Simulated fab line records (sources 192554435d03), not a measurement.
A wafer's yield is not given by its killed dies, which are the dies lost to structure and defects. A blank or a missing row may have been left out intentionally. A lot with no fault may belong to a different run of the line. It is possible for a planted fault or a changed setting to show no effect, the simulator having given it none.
Matching of chambers ; flow n5_finfet ; 3 sister chambers for N5_GATE_CUT_HM_DEP_46 on pecvd-04
The step deposits SiO2 from TEOS/O2, target thk 130 nm, time 26.6 s. 6 wafers are shown with their chamber, then 12 later ones without.

WAFERS, EACH WITH ITS CHAMBER
wafer;chamber;throttle_valve_pct (%);showerhead_vpp_V (V)
L085.2;2;17.2;1892
L086.1;1;19.3;2096
L086.3;0;17.2;1997
L087.1;1;19.3;2065
L087.4;0;17.5;1972
L087.5;2;17.2;1900

WAFERS WITH NO CHAMBER GIVEN
wafer;throttle_valve_pct (%);showerhead_vpp_V (V)
L093.2;19.4;2080
L093.4;17.9;2018
L093.5;17.1;1901
L092.1;19.3;2070
L092.2;18.2;1989
L092.5;19.1;2069
L094.3;19.0;2109
L094.4;17.6;2007
L094.5;17.1;1901
L095.2;17.1;1869
L095.3;19.1;2125
L095.5;17.6;2013

WHICH CHAMBER EACH WENT THROUGH
wafer;from the rows above;in truth
L093.2;1;1
L093.4;0;0
L093.5;2;2
L092.1;1;1
L092.2;0;0
L092.5;1;1
L094.3;1;1
L094.4;0;0
L094.5;2;2
L095.2;2;2
L095.3;1;1
L095.5;0;0
Placed correctly: 12 of 12. Left unplaced by these rows: 0. 0 placed wrongly.
How it was worked out, from the rows above alone: a wafer's distance from a chamber is the root of the sum, over the readings, of the square of ((its reading less the chamber's mean) divided by the reading's scatter). The wafer belongs to the nearest chamber; if the next one is less than 2 further off, it can't be placed. A chamber's mean is the mean of its shown wafers. How the scatter is found: for the shown wafers, subtract from each reading the mean of its chamber, square and add these, divide the total by (wafers less chambers), then take the root.
